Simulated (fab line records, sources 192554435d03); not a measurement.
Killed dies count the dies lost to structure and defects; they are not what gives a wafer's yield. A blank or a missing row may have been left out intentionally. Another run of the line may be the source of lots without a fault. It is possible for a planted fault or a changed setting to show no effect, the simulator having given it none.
Which tool is to blame? :: flow n5-finfet :: 10 lots, 30 wafers sampled, at 5 steps of a route of 1938

WHAT EACH GAUGE READ, for each wafer
N5_WELL_APT_CD_MEAS_25: target cd 200 nm. Usual: 199.8 nm for cd-nm, sd 1.3.
lot: L170
measured: day 1 15:01
on: cd-sem-01
cd-nm (nm): 197.3 200.0 199.2
flag: 

lot: L173
measured: day 2 09:11
on: cd-sem-02
cd-nm (nm): 200.4 198.9 200.4
flag: 

lot: L174
measured: day 2 15:20
on: cd-sem-02
cd-nm (nm): 200.8 199.2 199.8
flag: 

lot: L182
measured: day 4 15:01
on: cd-sem-02
cd-nm (nm): 199.3 197.5 200.9
flag: 

lot: L186
measured: day 5 15:07
on: cd-sem-01
cd-nm (nm): 201.9 199.8 202.0
flag: 

lot: L188
measured: day 6 03:04
on: cd-sem-03
cd-nm (nm): 199.3 198.7 198.7
flag: 

lot: L190
measured: day 6 14:58
on: cd-sem-03
cd-nm (nm): 200.9 199.6 198.7
flag: 

lot: L191
measured: day 6 20:57
on: cd-sem-03
cd-nm (nm): 197.8 200.8 201.1
flag: 

lot: L192
measured: day 7 03:02
on: cd-sem-01
cd-nm (nm): 199.6 201.1 201.9
flag: 

lot: L193
measured: day 7 09:24
on: cd-sem-03
cd-nm (nm): 198.5 201.8 199.5
flag: 

N5_PMOS_HMC_CHANNEL_EPI_CD_MEAS_09: target cd 237.4 nm. Usual: 237.9 nm for cd-nm, sd 0.86.
lot: L170
measured: day 1 17:31
on: cd-sem-03
cd-nm (nm): 237.0 238.1 238.4
flag: 

lot: L173
measured: day 2 12:06
on: cd-sem-02
cd-nm (nm): 238.0 238.8 239.4
flag: 

lot: L174
measured: day 2 17:52
on: cd-sem-01
cd-nm (nm): 237.4 237.6 238.3
flag: 

lot: L182
measured: day 4 17:26
on: cd-sem-03
cd-nm (nm): 237.3 237.2 238.5
flag: 

lot: L186
measured: day 5 17:18
on: cd-sem-01
cd-nm (nm): 239.7 238.5 238.6
flag: 

lot: L188
measured: day 6 05:20
on: cd-sem-02
cd-nm (nm): 237.8 237.5 238.3
flag: 

lot: L190
measured: day 6 17:14
on: cd-sem-01
cd-nm (nm): 235.7 235.8 236.5
flag: 

lot: L191
measured: day 6 23:23
on: cd-sem-01
cd-nm (nm): 238.2 238.8 238.7
flag: 

lot: L192
measured: day 7 05:34
on: cd-sem-01
cd-nm (nm): 238.0 238.0 237.9
flag: 

lot: L193
measured: day 7 11:35
on: cd-sem-01
cd-nm (nm): 238.4 237.6 236.8
flag: 

N5_PMOS_HMC_CHANNEL_EPI_OVL_MEAS_10. Usual: for PMOS_HMC_BLK_OVL the level is 0.0 nm and the standard deviation is 0.72.
lot: L170
measured: day 1 17:32
on: overlay-01
PMOS_HMC_BLK_OVL (nm): 0.7 0.5 1.2
flag: 

lot: L173
measured: day 2 12:07
on: overlay-01
PMOS_HMC_BLK_OVL (nm): 0.3 0.2 0.1
flag: 

lot: L174
measured: day 2 17:53
on: overlay-02
PMOS_HMC_BLK_OVL (nm): 0.1 0.6 -0.1
flag: 

lot: L182
measured: day 4 17:28
on: overlay-01
PMOS_HMC_BLK_OVL (nm): 0.5 -0.5 0.5
flag: 

lot: L186
measured: day 5 17:20
on: overlay-01
PMOS_HMC_BLK_OVL (nm): -1.2 -0.2 -1.1
flag: 

lot: L188
measured: day 6 05:22
on: overlay-01
PMOS_HMC_BLK_OVL (nm): 0.5 0.5 1.2
flag: 

lot: L190
measured: day 6 17:16
on: overlay-01
PMOS_HMC_BLK_OVL (nm): 0.2 -1.3 -0.1
flag: 

lot: L191
measured: day 6 23:25
on: overlay-01
PMOS_HMC_BLK_OVL (nm): 0.5 -0.6 0.7
flag: 

lot: L192
measured: day 7 05:35
on: overlay-01
PMOS_HMC_BLK_OVL (nm): 0.2 -0.4 0.4
flag: 

lot: L193
measured: day 7 11:37
on: overlay-02
PMOS_HMC_BLK_OVL (nm): -0.1 -0.9 -0.1
flag: 

N5_BEOL_M4_RC_MEAS_101. Usual: DIBL_N 36.2 mV/V, standard deviation 1.2; DIBL_P 36.3 mV/V, standard deviation 1.3; IOFF_N 0.155 nA/um, standard deviation 0.019; IOFF_P 0.210 nA/um, standard deviation 0.029; ION_N 677 uA/um, standard deviation 8.6; ION_P 465 uA/um, standard deviation 6.8; SS_N 71.4 mV/dec, standard deviation 0.48; SS_P 73.2 mV/dec, standard deviation 0.53; VT_N 249.9 mV, standard deviation 2.4; VT_P -250 mV, standard deviation 3.2.
lot: L170
measured: day 7 14:26
on: prober-02
DIBL_N (mV/V): 36.5 36.3 37.5
DIBL_P (mV/V): 36.8 36.4 37.9
IOFF_N (nA/um): 0.157 0.153 0.178
IOFF_P (nA/um): 0.199 0.198 0.220
ION_N (uA/um): 672 673 685
ION_P (uA/um): 464 459 469
SS_N (mV/dec): 71.7 71.1 71.9
SS_P (mV/dec): 72.9 73.6 72.6
VT_N (mV): 250.5 251.6 249.3
VT_P (mV): -252 -250 -250
flag: 

lot: L173
measured: day 8 20:08
on: prober-01
DIBL_N (mV/V): 34.5 34.6 34.0
DIBL_P (mV/V): 35.1 34.9 34.1
IOFF_N (nA/um): 0.138 0.140 0.121
IOFF_P (nA/um): 0.196 0.194 0.177
ION_N (uA/um): 682 670 664
ION_P (uA/um): 470 465 456
SS_N (mV/dec): 70.4 70.7 70.3
SS_P (mV/dec): 73.4 72.7 72.9
VT_N (mV): 250.0 251.1 253.0
VT_P (mV): -249 -251 -254
flag: 

lot: L174
measured: day 9 07:53
on: prober-02
DIBL_N (mV/V): 35.7 37.4 37.0
DIBL_P (mV/V): 36.0 38.4 37.4
IOFF_N (nA/um): 0.144 0.182 0.166
IOFF_P (nA/um): 0.215 0.245 0.222
ION_N (uA/um): 671 678 666
ION_P (uA/um): 463 469 464
SS_N (mV/dec): 71.6 70.9 71.0
SS_P (mV/dec): 73.4 74.0 73.7
VT_N (mV): 251.6 246.6 249.5
VT_P (mV): -249 -247 -248
flag: 

lot: L182
measured: day 11 21:41
on: prober-01
DIBL_N (mV/V): 35.9 34.9 37.9
DIBL_P (mV/V): 36.1 34.8 38.3
IOFF_N (nA/um): 0.138 0.127 0.181
IOFF_P (nA/um): 0.197 0.173 0.234
ION_N (uA/um): 662 664 681
ION_P (uA/um): 462 461 466
SS_N (mV/dec): 71.7 71.5 72.2
SS_P (mV/dec): 73.6 72.1 73.4
VT_N (mV): 251.8 252.5 248.7
VT_P (mV): -250 -252 -250
flag: 

lot: L186
measured: day 12 16:52
on: prober-01
DIBL_N (mV/V): 34.9 35.5 35.7
DIBL_P (mV/V): 35.2 36.2 36.4
IOFF_N (nA/um): 0.129 0.147 0.152
IOFF_P (nA/um): 0.162 0.182 0.187
ION_N (uA/um): 666 669 672
ION_P (uA/um): 449 455 453
SS_N (mV/dec): 71.6 71.6 72.4
SS_P (mV/dec): 72.5 73.1 73.1
VT_N (mV): 256.9 251.4 251.7
VT_P (mV): -258 -253 -254
flag: 

lot: L188
measured: day 12 18:44
on: prober-02
DIBL_N (mV/V): 36.5 35.7 36.0
DIBL_P (mV/V): 37.6 36.6 37.3
IOFF_N (nA/um): 0.155 0.142 0.145
IOFF_P (nA/um): 0.216 0.194 0.219
ION_N (uA/um): 672 676 676
ION_P (uA/um): 464 464 463
SS_N (mV/dec): 70.9 71.5 71.8
SS_P (mV/dec): 73.4 73.3 73.5
VT_N (mV): 250.2 251.9 251.1
VT_P (mV): -248 -251 -248
flag: 

lot: L190
measured: day 13 15:44
on: prober-02
DIBL_N (mV/V): 34.4 35.5 35.8
DIBL_P (mV/V): 35.3 36.5 36.0
IOFF_N (nA/um): 0.122 0.139 0.135
IOFF_P (nA/um): 0.160 0.180 0.172
ION_N (uA/um): 668 681 664
ION_P (uA/um): 457 462 452
SS_N (mV/dec): 70.6 71.3 71.3
SS_P (mV/dec): 72.8 73.1 72.6
VT_N (mV): 253.7 249.6 249.5
VT_P (mV): -255 -254 -251
flag: 

lot: L191
measured: day 13 20:10
on: prober-02
DIBL_N (mV/V): 37.6 37.3 37.2
DIBL_P (mV/V): 36.5 37.1 36.3
IOFF_N (nA/um): 0.155 0.156 0.147
IOFF_P (nA/um): 0.207 0.218 0.203
ION_N (uA/um): 665 680 671
ION_P (uA/um): 457 465 467
SS_N (mV/dec): 71.7 71.6 71.3
SS_P (mV/dec): 72.6 72.3 73.1
VT_N (mV): 250.2 250.3 250.7
VT_P (mV): -250 -249 -249
flag: 

lot: L192
measured: day 14 17:31
on: prober-02
DIBL_N (mV/V): 36.7 36.6 37.7
DIBL_P (mV/V): 36.1 35.9 38.0
IOFF_N (nA/um): 0.170 0.166 0.184
IOFF_P (nA/um): 0.206 0.199 0.240
ION_N (uA/um): 676 676 690
ION_P (uA/um): 466 461 471
SS_N (mV/dec): 71.5 70.6 72.1
SS_P (mV/dec): 73.0 73.5 73.9
VT_N (mV): 247.0 250.3 245.6
VT_P (mV): -251 -252 -249
flag: 

lot: L193
measured: day 14 10:47
on: prober-02
DIBL_N (mV/V): 35.4 36.9 37.4
DIBL_P (mV/V): 33.4 35.5 36.0
IOFF_N (nA/um): 0.128 0.159 0.164
IOFF_P (nA/um): 0.159 0.188 0.199
ION_N (uA/um): 657 673 674
ION_P (uA/um): 451 459 458
SS_N (mV/dec): 70.9 71.7 71.9
SS_P (mV/dec): 72.4 72.8 73.6
VT_N (mV): 252.2 250.4 249.7
VT_P (mV): -254 -251 -252
flag: 

TOOL THAT RAN EACH LOT (tool first, then ch and the chambers of the sampled wafers, then the start)
lot: L170
N5_PMOS_HMC_CHANNEL_EPI_ETCH_38: rie-si-05 ch 1,2,3, day 1 18:02

lot: L173
N5_PMOS_HMC_CHANNEL_EPI_ETCH_38: rie-si-03 ch 0,3, day 2 12:37

lot: L174
N5_PMOS_HMC_CHANNEL_EPI_ETCH_38: rie-si-05 ch 1,2,3, day 2 18:23

lot: L182
N5_PMOS_HMC_CHANNEL_EPI_ETCH_38: rie-si-05 ch 0,1,2, day 4 18:22

lot: L186
N5_PMOS_HMC_CHANNEL_EPI_ETCH_38: rie-si-04 ch 0,3, day 5 17:49

lot: L188
N5_PMOS_HMC_CHANNEL_EPI_ETCH_38: rie-si-03 ch 0,3, day 6 06:14

lot: L190
N5_PMOS_HMC_CHANNEL_EPI_ETCH_38: rie-si-03 ch 0,1,2, day 6 17:46

lot: L191
N5_PMOS_HMC_CHANNEL_EPI_ETCH_38: rie-si-05 ch 0,1,2, day 7 00:15

lot: L192
N5_PMOS_HMC_CHANNEL_EPI_ETCH_38: rie-si-03 ch 2,3, day 7 06:05

lot: L193
N5_PMOS_HMC_CHANNEL_EPI_ETCH_38: rie-si-05 ch 0,1,3, day 7 12:22
- N5_PMOS_HMC_CHANNEL_EPI_ETCH_38: etches SiO2 in CF4, target depth 1.5 nm.

WHAT THE TOOLS THEMSELVES READ (means of the sampled wafers that have a number; where no wafer has one, the mark that the record gives instead)
N5_PMOS_HMC_CHANNEL_EPI_ETCH_38. Usual: bias-w 400.1 W, standard deviation 1.3; cf4-flow-sccm 80.00 sccm, standard deviation 0.23; drypump-motor-current-A 5.83 A, standard deviation 0.27; oes-product-au 0.999 a.u., standard deviation 0.017; throttle-valve-pct 21.83 %, standard deviation 0.24.
lot: L170
tool: rie-si-05
bias-w (W): 399.2
cf4-flow-sccm (sccm): 79.95
drypump-motor-current-A (A): 5.69
oes-product-au (a.u.): 1.004
throttle-valve-pct (%): 21.95
flag: 

lot: L173
tool: rie-si-03
bias-w (W): -
cf4-flow-sccm (sccm): -
drypump-motor-current-A (A): -
oes-product-au (a.u.): -
throttle-valve-pct (%): -
flag: OFF

lot: L174
tool: rie-si-05
bias-w (W): -
cf4-flow-sccm (sccm): -
drypump-motor-current-A (A): -
oes-product-au (a.u.): -
throttle-valve-pct (%): -
flag: OFF

lot: L182
tool: rie-si-05
bias-w (W): 400.1
cf4-flow-sccm (sccm): 80.03
drypump-motor-current-A (A): 5.78
oes-product-au (a.u.): 1.009
throttle-valve-pct (%): 21.92
flag: 

lot: L186
tool: rie-si-04
bias-w (W): 399.5
cf4-flow-sccm (sccm): 79.99
drypump-motor-current-A (A): 5.82
oes-product-au (a.u.): 0.999
throttle-valve-pct (%): 22.17
flag: 

lot: L188
tool: rie-si-03
bias-w (W): 399.1
cf4-flow-sccm (sccm): 79.82
drypump-motor-current-A (A): 5.78
oes-product-au (a.u.): 0.998
throttle-valve-pct (%): 21.52
flag: 

lot: L190
tool: rie-si-03
bias-w (W): 401.7
cf4-flow-sccm (sccm): 79.85
drypump-motor-current-A (A): 6.00
oes-product-au (a.u.): 0.989
throttle-valve-pct (%): 21.75
flag: 

lot: L191
tool: rie-si-05
bias-w (W): 400.0
cf4-flow-sccm (sccm): 79.87
drypump-motor-current-A (A): 5.79
oes-product-au (a.u.): 1.004
throttle-valve-pct (%): 21.92
flag: 

lot: L192
tool: rie-si-03
bias-w (W): 399.6
cf4-flow-sccm (sccm): 80.14
drypump-motor-current-A (A): 6.09
oes-product-au (a.u.): 1.004
throttle-valve-pct (%): 21.66
flag: 

lot: L193
tool: rie-si-05
bias-w (W): 399.9
cf4-flow-sccm (sccm): 79.97
drypump-motor-current-A (A): 5.82
oes-product-au (a.u.): 1.002
throttle-valve-pct (%): 21.84
flag: 

THE ANSWER, worked out from the rows above alone
Rule: a lot counts as off when the mean over its wafers that have a number is more than 3 standard deviations away from the usual mean. A lot without any number at a reading at which 4 lots or more have one is off too. All remaining lots with rows at the step are treated as sound. Order of review: gauges by route order, followed by the tools' own readings, for which a lot's mean as printed above is used. The first step at which some lot is off is used, and at that step the reading that is off furthest; a lot without a number counts as furthest.
Off, at N5_PMOS_HMC_CHANNEL_EPI_ETCH_38 on bias-w: L173, L174. Without a number there: L173, L174.
A tool fits if, at that step or a process step before it, it ran every lot that is off, and no sound lot after the first of them. Of those tried, none fits.

WHAT THE SIMULATOR HAD PUT IN
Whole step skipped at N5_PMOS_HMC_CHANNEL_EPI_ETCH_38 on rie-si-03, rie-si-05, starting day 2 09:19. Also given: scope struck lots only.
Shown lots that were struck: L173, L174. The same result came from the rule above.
